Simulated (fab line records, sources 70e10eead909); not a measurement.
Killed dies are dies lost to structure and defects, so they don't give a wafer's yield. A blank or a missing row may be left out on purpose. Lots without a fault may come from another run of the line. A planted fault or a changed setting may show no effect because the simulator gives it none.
A struck lot beside a sound one | flow nand_harc | 13 steps out of a route of 1302
Sound: wafers L797.2, L797.3, L797.6. Struck: wafer L810.3. (L810.1, L810.4 of the same lot were not struck and are left out.) The cause comes at the end.
At each step with rows: each side's tool, then ch and its chambers, then its first start. Under that, the readings that differ: sound wafers | struck wafers | difference of the means | sigmas: that difference in standard deviations of wafers without a fault.
alike: readings whose means differ by less than 2 such deviations, and words and numbers that are the same on both sides. not compared: withheld readings, readings that some wafer has no value for, bounds like >300 that may hide the same value, and numbers for which the record gives no deviation and whose values overlap.
The two part at a step that has a row with sigmas, a row that says differs or no value, or rows on one side only. Numbers that don't overlap but have no deviation are shown without sigmas and don't part them. A reading that every wafer of one side lacks parts them only if that side has two wafers or more.

first, 1 step without rows for these wafers: NHARC_A_SLIT_SRD_20.
NHARC_A_SLIT_CD_MEAS_21:
  sound on cd_sem-03, day 21 05:42; struck on cd_sem-02, day 26 19:51
  alike: cd_nm
then, 3 steps without rows for these wafers: NHARC_A_SIN_REMOVE_WET_00 (chemistry H3PO4, time 15300 s); NHARC_A_SIN_REMOVE_PRECLEAN_01 (cleans in SC1); NHARC_A_SIN_REMOVE_SRD_02.
NHARC_A_SIN_REMOVE_INSPECT_04:
  sound on defect_inspect-01, day 21 12:22; struck on defect_inspect-01, day 27 02:26
  alike: raw_defect_count
NHARC_A_WL_FILL_ALD_00: deposits Al2O3, target thk 3 nm, pulse time 3 s, ald cycles 30.
  sound on ald_hk-04 ch 0,1,2, day 21 12:26; struck on ald_hk-02 ch 3, day 27 02:31
  alike: heater_power_outer_w, heater_power_w, precursor_pulse_height_rel
NHARC_A_WL_FILL_RTA_01: time 5 s.
  sound on rtp_anneal-01 ch 0, day 21 12:43; struck on rtp_anneal-02 ch 0, day 27 02:46
  reading            | sound          | struck | difference | sigmas
  lamp_power_pct (%) | 31.6 31.7 31.7 | 29.9   | -1.8       | -2
  alike: lamp_zone_2_pct, wafer_temp_C_max
NHARC_A_WL_FILL_ALD_02: deposits TiN, target thk 2 nm, pulse time 3 s, ald cycles 100.
  sound on ald_metal-02 ch 1,2,3, day 21 12:59; struck on ald_metal-02 ch 0, day 27 03:01
  alike: heater_power_outer_w, heater_power_w, precursor_pulse_height_rel
NHARC_A_WL_FILL_CVD_03: deposits W, target thk 40 nm, time 279 s.
  sound on cvd_w-02 ch 0,1, day 21 13:21; struck on cvd_w-02 ch 1, day 27 03:25
  alike: heater_power_outer_w, heater_power_w, mfc_wf6_sccm, throttle_valve_pct
NHARC_A_WL_FILL_ETCHBACK_04: etches the open film in NF3, target depth 60 nm, time 120 s.
  sound on rie_metal-02 ch 0,1, day 21 13:45; struck on rie_metal-02 ch 1, day 27 03:47
  reading          | sound             | struck | difference | sigmas
  run_length_s (s) | 140.9 141.0 140.6 | 77.9   | -62.9      | -99 or more
  alike: drypump_motor_current_A, oes_product_au
  not compared: rf_hours_counter_h
NHARC_A_WL_FILL_ETCHBACK_05: etches the open film in Cl2/BCl3, target depth 22 nm, time 60 s.
  sound on rie_metal-02 ch 0,1, day 21 13:58; struck on rie_metal-02 ch 1, day 27 04:02
  alike: drypump_motor_current_A, oes_product_au, run_length_s
  not compared: rf_hours_counter_h
-- the record jumps here: 4 days lie between the struck wafers' starts before and after (it left off in module A_WL_FILL and takes up again in module END, whose first step shown is number 1302 of the route) --
NHARC_END_SORT_01:
  the record has rows for the struck wafers here (prober-02 ch 0, day 31 03:13) and none for the sound ones

WHERE THEY PART
First at NHARC_A_WL_FILL_RTA_01; last, within this record, at NHARC_END_SORT_01.

WHY: what the simulator had put in
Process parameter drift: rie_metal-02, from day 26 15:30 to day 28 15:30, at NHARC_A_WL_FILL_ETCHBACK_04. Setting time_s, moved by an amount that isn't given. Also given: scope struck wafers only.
